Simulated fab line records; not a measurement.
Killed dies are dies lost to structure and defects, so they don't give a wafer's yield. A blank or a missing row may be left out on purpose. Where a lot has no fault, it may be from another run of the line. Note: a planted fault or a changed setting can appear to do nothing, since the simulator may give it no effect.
A lot that was struck, set against a sound lot ; flow nandHarc ; 15 out of 1302 route steps
Sound: wafers L902.1, L902.3, L902.5. Wafers L910.2, L910.3, L910.4 were the ones struck. The cause comes at the end.
At each step with rows: each side's tool, then ch and its chambers, then its first start. Under that, the readings that differ: sound wafers ; struck wafers ; difference of the means ; sigmas: that difference in standard deviations of wafers without a fault.
alike: words and numbers the same on both sides, and readings whose means are apart by under 2 such deviations; not compared: readings that were withheld, readings missing a value for some wafer, numbers with overlapping values and no deviation given by the record, and bounds like >300 which may hide the same value.
Wherever a step has rows on one side only, a row that says differs or no value, or a row with sigmas, the two part there. Non-overlapping numbers with no deviation appear without sigmas and do not part them. A reading that every wafer of one side lacks parts them only if that side has two wafers or more.

first, 1 step without rows for these wafers: NHARC_A_ONON_D1_DEP_06 (target thk 1000 nm).
NHARC_A_ONON_D1_THK_MEAS_08: measures by ellipsometry.
  struck on filmMetro-02, day 12 15:25; sound on filmMetro-01, day 9 06:37
  alike: thkNm
then, no rows for these wafers at 1 step: NHARC_A_ONON_D1_DEP_09 (target thk 1000 nm).
NHARC_A_ONON_D1_THK_MEAS_11: measures by ellipsometry.
  struck on filmMetro-02, day 12 15:58; sound on filmMetro-01, day 9 07:11
  alike: thkNm
then, no rows for these wafers at 1 step: NHARC_A_ONON_D1_DEP_12 (target thk 1000 nm).
NHARC_A_ONON_D1_THK_MEAS_14: measures by ellipsometry.
  struck on filmMetro-02, day 12 16:32; sound on filmMetro-01, day 9 07:46
  alike: thkNm
then, 2 steps without rows for these wafers: NHARC_A_ONON_D1_ANNEAL_15 (time 3600 s); NHARC_A_ONON_D1_DEP_16 (target thk 1000 nm).
NHARC_A_ONON_D1_THK_MEAS_18: measures by ellipsometry.
  struck on filmMetro-01, day 13 02:09; sound on filmMetro-02, day 9 15:08
  alike: thkNm
then, no rows for these wafers at 1 step: NHARC_A_ONON_D1_DEP_19 (target thk 1000 nm).
NHARC_A_ONON_D1_THK_MEAS_21: measures by ellipsometry.
  struck on filmMetro-01, day 13 02:43; sound on filmMetro-02, day 9 15:42
  alike: thkNm
NHARC_A_ONON_D1_DEP_22: target thk 1000 nm.
  sound on pecvdOnon-02 ch 0, day 9 15:46; struck on pecvdOnon-02 ch 0, day 13 02:50
NHARC_A_ONON_D1_THK_MEAS_24: measures by ellipsometry.
  struck on filmMetro-02, day 13 03:17; sound on filmMetro-01, day 9 16:17
reading;sound;struck;difference;sigmas
thkNm (nm);984 983 982;707 706 706;-277;-29
then, no rows for these wafers at 1 step: NHARC_A_ONON_D1_DEP_25 (target thk 1000 nm).
-- jump in the record: it breaks off in module A_ONON_D1 and resumes in module END (first step shown: number 1302 of the route), and 16 days separate the struck wafers' starts before and after --
NHARC_END_SORT_01:
  at this point the record logs the struck wafers (prober-01 ch 0, day 29 03:38) and has no rows for the sound ones

WHERE THEY PART
Earliest at NHARC_A_ONON_D1_THK_MEAS_24; latest, in this record, at NHARC_END_SORT_01.

WHY: whatever the simulator had introduced
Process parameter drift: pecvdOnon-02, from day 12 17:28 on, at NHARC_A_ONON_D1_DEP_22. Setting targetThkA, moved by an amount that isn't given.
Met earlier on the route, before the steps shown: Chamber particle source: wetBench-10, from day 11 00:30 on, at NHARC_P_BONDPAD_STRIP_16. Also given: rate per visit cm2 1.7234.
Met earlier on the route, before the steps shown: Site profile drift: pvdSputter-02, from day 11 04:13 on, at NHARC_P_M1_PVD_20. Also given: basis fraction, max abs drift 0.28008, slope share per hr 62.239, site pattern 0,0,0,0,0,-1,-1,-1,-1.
